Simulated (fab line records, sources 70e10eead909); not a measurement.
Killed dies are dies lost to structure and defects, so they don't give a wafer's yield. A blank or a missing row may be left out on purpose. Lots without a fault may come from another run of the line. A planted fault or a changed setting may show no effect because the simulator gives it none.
A struck lot beside a sound one | flow nand_harc | 15 steps out of a route of 1159
Sound: wafers L452.3, L452.5, L452.6. Struck: wafers L459.2, L459.4. (L459.1 of the same lot was not struck and is left out.) The cause comes at the end.
At each step with rows: each side's tool, then ch and its chambers, then its first start. Under that, the readings that differ: sound wafers | struck wafers | difference of the means | sigmas: that difference in standard deviations of wafers without a fault.
alike: readings whose means differ by less than 2 such deviations, and words and numbers that are the same on both sides. not compared: withheld readings, readings that some wafer has no value for, bounds like >300 that may hide the same value, and numbers for which the record gives no deviation and whose values overlap.
The two part at a step that has a row with sigmas, a row that says differs or no value, or rows on one side only. Numbers that don't overlap but have no deviation are shown without sigmas and don't part them. A reading that every wafer of one side lacks parts them only if that side has two wafers or more.

first, 1 step without rows for these wafers: NHARC_A_ONON_D1_DEP_00 (target thk 1000 nm).
NHARC_A_ONON_D1_THK_MEAS_02: measures by ellipsometry.
  sound on film_metro-02, day 8 23:04; struck on film_metro-01, day 11 00:58
  alike: thk_nm
then, 1 step without rows for these wafers: NHARC_A_ONON_D1_DEP_03 (target thk 1000 nm).
NHARC_A_ONON_D1_THK_MEAS_05: measures by ellipsometry.
  sound on film_metro-01, day 8 23:38; struck on film_metro-02, day 11 01:32
  alike: thk_nm
then, 1 step without rows for these wafers: NHARC_A_ONON_D1_DEP_06 (target thk 1000 nm).
NHARC_A_ONON_D1_THK_MEAS_08: measures by ellipsometry.
  sound on film_metro-01, day 9 00:13; struck on film_metro-01, day 11 02:06
  alike: thk_nm
then, 1 step without rows for these wafers: NHARC_A_ONON_D1_DEP_09 (target thk 1000 nm).
NHARC_A_ONON_D1_THK_MEAS_11: measures by ellipsometry.
  sound on film_metro-01, day 9 00:48; struck on film_metro-01, day 11 02:40
  alike: thk_nm
then, 1 step without rows for these wafers: NHARC_A_ONON_D1_DEP_12 (target thk 1000 nm).
NHARC_A_ONON_D1_THK_MEAS_14: measures by ellipsometry.
  sound on film_metro-01, day 9 01:30; struck on film_metro-02, day 11 03:14
  alike: thk_nm
then, 1 step without rows for these wafers: NHARC_A_ONON_D1_ANNEAL_15 (time 3600 s).
NHARC_A_ONON_D1_DEP_16: target thk 1000 nm.
  sound on pecvd_onon-02 ch 0, day 9 08:06; struck on pecvd_onon-02 ch 0, day 11 09:49
NHARC_A_ONON_D1_THK_MEAS_18: measures by ellipsometry.
  sound on film_metro-01, day 9 08:30; struck on film_metro-01, day 11 10:19
  reading     | sound          | struck  | difference | sigmas
  thk_nm (nm) | 1004 1002 1004 | 639 640 | -364       | -42
then, 1 step without rows for these wafers: NHARC_A_ONON_D1_DEP_19 (target thk 1000 nm).
-- the record jumps here: 11 days lie between the struck wafers' starts before and after (it left off in module A_ONON_D1 and takes up again in module END, whose first step shown is number 1159 of the route) --
NHARC_END_SORT_01:
  sound on prober-01 ch 0, day 21 07:50; struck on prober-01 ch 0, day 22 18:35
  reading         | sound    | struck  | difference | sigmas
  killed_at_array | 25 32 30 | 673 672 | +644       | +58
  killed_dies     | 27 32 31 | 677 677 | +647       | +54
  alike: killed_at_periphery, killed_open, killed_short

WHERE THEY PART
First at NHARC_A_ONON_D1_THK_MEAS_18; last, within this record, at NHARC_END_SORT_01.

WHY: what the simulator had put in
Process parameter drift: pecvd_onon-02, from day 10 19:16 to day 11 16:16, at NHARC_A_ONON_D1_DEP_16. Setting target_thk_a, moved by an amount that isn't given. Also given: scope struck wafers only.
